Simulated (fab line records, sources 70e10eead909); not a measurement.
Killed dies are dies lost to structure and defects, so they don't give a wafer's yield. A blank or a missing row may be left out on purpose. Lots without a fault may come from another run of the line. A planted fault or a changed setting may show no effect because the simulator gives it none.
A struck lot beside a sound one | flow nand_harc | 14 steps out of a route of 1159
Sound: wafers L750.2, L750.3, L750.4. Struck: wafers L753.1, L753.3, L753.6. The cause comes at the end.
At each step with rows: each side's tool, then ch and its chambers, then its first start. Under that, the readings that differ: sound wafers | struck wafers | difference of the means | sigmas: that difference in standard deviations of wafers without a fault.
alike: readings whose means differ by less than 2 such deviations, and words and numbers that are the same on both sides. not compared: withheld readings, readings that some wafer has no value for, bounds like >300 that may hide the same value, and numbers for which the record gives no deviation and whose values overlap.
The two part at a step that has a row with sigmas, a row that says differs or no value, or rows on one side only. Numbers that don't overlap but have no deviation are shown without sigmas and don't part them. A reading that every wafer of one side lacks parts them only if that side has two wafers or more.

first, 1 step without rows for these wafers: NHARC_P_M0_DEVELOP_08 (develop time 35 s).
NHARC_P_M0_CD_MEAS_09: target cd 90 nm.
  sound on cd_sem-02 ch 0, day 9 00:57; struck on cd_sem-03 ch 0, day 9 18:02
  alike: cd_nm
NHARC_P_M0_OVL_MEAS_10: pitch 180 nm.
  sound on overlay-02, day 9 01:02; struck on overlay-01, day 9 18:07
  reading           | sound          | struck      | difference | sigmas
  overlay_y_nm (nm) | -0.9 -2.0 -1.5 | 0.2 0.3 0.3 | +1.7       | +2
  alike: overlay_x_nm
NHARC_P_M0_INSPECT_11:
  sound on defect_inspect-02, day 9 01:04; struck on defect_inspect-01, day 9 18:10
  alike: raw_defect_count
then, 2 steps without rows for these wafers: NHARC_P_M0_DESCUM_14 (chemistry O2, time 3 s); NHARC_P_M0_ETCH_34 (etches the open film in N2/H2, target depth 40 nm, overetch 12 nm, time 43.94 s).
NHARC_P_M0_ETCH_15: etches the open film in C4F8/Ar, target depth 150 nm, overetch 15 nm, time 82.5 s.
  sound on rie_diel-06 ch 0,1,2; struck on rie_diel-06 ch 0,2,3
  alike: oes_product_au, rf_vpp_V
  not compared: rf_hours_counter_h
NHARC_P_M0_CD_MEAS_16:
  sound on cd_sem-02, day 9 01:26; struck on cd_sem-01, day 9 18:31
  alike: cd_nm
NHARC_P_M0_STRIP_18: strips in N2/H2.
  sound on rie_diel-13 ch 1,2,3, day 9 01:31; struck on rie_diel-02 ch 0,2,3, day 9 18:39
  alike: drypump_motor_current_A, oes_product_au, rf_vpp_V, showerhead_plenum_p_Torr, throttle_valve_pct
  not compared: rf_hours_counter_h
then, 1 step without rows for these wafers: NHARC_P_M0_STRIP_19 (strips in post etch residue remover, time 600 s).
NHARC_P_M0_DEGAS_28: time 60 s.
  sound on pvd_sputter-01, day 9 02:04; struck on pvd_sputter-01, day 9 19:08
  alike: heater_power_w
NHARC_P_M0_PRE_CLEAN_29: time 30 s.
  sound on pvd_sputter-01; struck on pvd_sputter-01
  alike: heater_power_w
NHARC_P_M0_PVD_20: deposits TaN, target thk 5 nm, time 8.06 s.
  sound on pvd_sputter-01, day 9 02:11; struck on pvd_sputter-01, day 9 19:15
  no value came back on the struck wafers for bias_v (V), cathode_dc_power_W (W), throttle_valve_pct (%); on the sound wafers bias_v (V) reads 167.3 169.1 169.6
NHARC_P_M0_PVD_21: deposits Cu, target thk 30 nm, time 20.49 s.
  sound on pvd_sputter-01; struck on pvd_sputter-01
  alike: cathode_dc_power_W, chamber_pressure_pa, throttle_valve_pct

WHERE THEY PART
First at NHARC_P_M0_OVL_MEAS_10; last, within this record, at NHARC_P_M0_PVD_20. Later steps at which nothing parts them and some readings are alike: NHARC_P_M0_PVD_21.

WHY: what the simulator had put in
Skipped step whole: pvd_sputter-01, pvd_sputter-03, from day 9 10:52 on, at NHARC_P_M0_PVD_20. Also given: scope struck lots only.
